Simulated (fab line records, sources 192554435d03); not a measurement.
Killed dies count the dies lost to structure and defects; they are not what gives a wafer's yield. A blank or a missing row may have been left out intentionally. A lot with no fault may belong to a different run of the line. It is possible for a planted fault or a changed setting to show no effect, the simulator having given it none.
Struck lot and sound lot, side by side	flow n5Finfet	38 steps out of a route of 1938
Sound: the wafers L468.1, L468.2, L468.3. Struck: wafers L462.2, L462.3 (left out: L462.1, a lot-mate that was not struck); the cause follows at the end.
Order at every step that has rows: each side's tool, ch and its chambers, its first start. Under that, the readings that differ: sound wafers	struck wafers	difference of the means	sigmas: that difference in standard deviations of wafers without a fault.
alike: a reading whose means differ by less than 2 such deviations, as well as words and numbers matching on both sides. not compared: withheld readings; readings where some wafer has no value; bounds like >300 that might hide an equal value; numbers whose values overlap and for which the record gives no deviation.
The two part at a step that has a row with sigmas, a row that says differs or no value, or rows on one side only. Numbers that don't overlap but have no deviation are shown without sigmas and don't part them. A reading that every wafer of one side lacks parts them only if that side has two wafers or more.

first, 8 steps without rows for these wafers: N5_MOL_CONTACT_COAG_SRD_139 (time 30 s); N5_MOL_CONTACT_COAG_PRE_CLEAN_121; N5_MOL_CONTACT_COAG_CVD_140 (deposits W, target thk 66.5 nm, time 215 s); N5_MOL_CONTACT_COAG_PRECLEAN_127 (cleans in DIW, time 57.5 s); N5_MOL_CONTACT_COAG_SRD_128 (dry time 32 s); N5_MOL_CONTACT_COAG_CMP_52 (polishes, stops on SiO2, t overpolish 1.5 s, target thk 66.5 nm); N5_MOL_CONTACT_COAG_ANNEAL_112 (time 1800 s); N5_BEOL_M0_SAQP_PECVD_00 (deposits SiCN from 3MS/NH3, target thk 8 nm, time 14 s).
N5_BEOL_M0_SAQP_ILD_DEP_01: deposits SiOC from DEMS/O2, target thk 45.419 nm, time 8.7 s.
  sound on pecvd-04 ch 0,1,2, day 9 03:42; struck on pecvd-01 ch 2, day 7 16:52
reading	sound	struck	difference	sigmas
model.SiOC_of_BEOL_M0_SAQP_ILD_DEP_01.thkNm (nm)	45.2 45.4 45.2	79.8 81	+35.1	
  alike: chamberPressureTorr, heaterPowerW, showerheadPlenumPTorr, throttleValvePct
then, 25 steps without rows for these wafers: N5_BEOL_M0_SAQP_HM_DEP_02 (deposits TiN, target thk 12 nm); N5_BEOL_M0_SAQP_PECVD_03 (deposits SiCN from 3MS/NH3, target thk 12 nm, time 21.1 s); N5_BEOL_M0_SAQP_PECVD_96 (deposits a-Si from SiH4/He, target thk 45 nm, time 45.2 s); N5_BEOL_M0_SAQP_PECVD_97 (deposits SiNx from SiH4/NH3/N2, target thk 23 nm, time 19.9 s); N5_BEOL_M0_SAQP_PECVD_04 (deposits a-Si from SiH4/He, target thk 60 nm, time 60.2 s); N5_BEOL_M0_SAQP_HM_DEP_111 (deposits SiO2 from SiH4/N2O, target thk 12 nm, time 7.2 s); N5_BEOL_M0_SAQP_COAT_81 (time 60 s, resist thk 100 nm); N5_BEOL_M0_SAQP_COAT_82 (time 60 s, resist thk 30 nm); N5_BEOL_M0_SAQP_COAT_08 (resist thk 90 nm); N5_BEOL_M0_SAQP_EBR_10; N5_BEOL_M0_SAQP_SOFTBAKE_09 (time 60 s); N5_BEOL_M0_SAQP_EXPOSE_11 (exposes mask M0 CORE, target cd 42 nm); N5_BEOL_M0_SAQP_PEB_12 (peb time 60 s); N5_BEOL_M0_SAQP_DEVELOP_13 (develop time 30 s); N5_BEOL_M0_SAQP_DESCUM_19 (chemistry O2, time 7.9 s); N5_BEOL_M0_SAQP_ETCH_83 (etches SiARC in CF4, target depth 39 nm, time 65 s); N5_BEOL_M0_SAQP_ETCH_84 (etches SOC in N2/H2, target depth 100 nm, overetch 20 nm, time 150 s); N5_BEOL_M0_SAQP_STRIP_80 (strips in N2/H2); N5_BEOL_M0_SAQP_HM_OPEN_112 (chemistry CHF3/O2, target SiO2, stops on a-Si, target depth 12 nm, time 13.5 s); N5_BEOL_M0_SAQP_STRIP_113 (strips in CHF3/O2); N5_BEOL_M0_SAQP_MANDREL_ETCH_20 (etches a-Si in HBr/Cl2, stops on SiNx, target depth 60 nm, bt time 10 s, time 30 s); N5_BEOL_M0_SAQP_STRIP_86 (strips in N2/H2); N5_BEOL_M0_SAQP_STRIP_115 (strips in post etch residue remover, time 60 s); N5_BEOL_M0_SAQP_SRD_93 (time 30 s); N5_BEOL_M0_SAQP_RECESS_114 (chemistry HF/NH3, target SiO2, target depth 14.4 nm, afs cycles 3, sublimation time 60 s).
N5_BEOL_M0_CMP_120: polishes, stops on SiOC, t overpolish 6.9 s.
  sound on cmp-04 ch 0,1,3, day 9 16:27; struck on cmp-03 ch 0,3, day 8 08:42
reading	sound	struck	difference	sigmas
model.SiOC_of_BEOL_M0_SAQP_ILD_DEP_01.thkNm (nm)	39.2 39.4 39	73.8 75	+35.2	
  alike: barrierFieldEndpointS, motorCurrentA, overpolishRunS, timeToEndpointS
N5_BEOL_M0_RS_MEAS_126: uses a four-point probe to measure.
  sound on filmMetro-01, day 9 17:00; struck on filmMetro-01, day 8 09:16
reading	sound	struck	difference	sigmas
M0_RS (ohm/sq)	0.550 0.539 0.544	0.269 0.277	-0.271	-18
-- the record jumps here: 3 days lie between the struck wafers' starts before and after (it left off in module BEOL_M0 and takes up again in module BEOL_M4, whose first step shown is number 1111 of the route) --
N5_BEOL_M4_RC_MEAS_101:
  sound on prober-02 ch 0, day 12 00:22; struck on prober-01 ch 0, day 11 02:23
reading	sound	struck	difference	sigmas
IOFF_N (nA/um)	0.17 0.12 0.12	0.19 0.24	+0.08	+2
IOFF_P (nA/um)	0.20 0.17 0.15	0.24 0.26	+0.08	+2
ION_N (uA/um)	677 658 660	697 690	+28	+2
ION_P (uA/um)	458 449 448	472 463	+16	+2
VT_N (mV)	251 256 258	244 244	-11	-3
VT_P (mV)	-254.0 -258.4 -256.6	-249.5 -248.0	+7.6	+3
  alike: DIBL_N, DIBL_P, SS_N, SS_P
-- the record jumps here: 4 days lie between the struck wafers' starts before and after (it left off in module BEOL_M4 and takes up again in module PASSIVATION, whose first step shown is number 1936 of the route) --
N5_PASSIVATION_PROBE_49:
  record: rows for the struck wafers here (prober-02, day 15 11:04), none for the sound ones

== WHERE THEY PART ==
Last at N5_PASSIVATION_PROBE_49 as far as this record goes, first at N5_BEOL_M0_RS_MEAS_126.

WHY: whatever the simulator had introduced
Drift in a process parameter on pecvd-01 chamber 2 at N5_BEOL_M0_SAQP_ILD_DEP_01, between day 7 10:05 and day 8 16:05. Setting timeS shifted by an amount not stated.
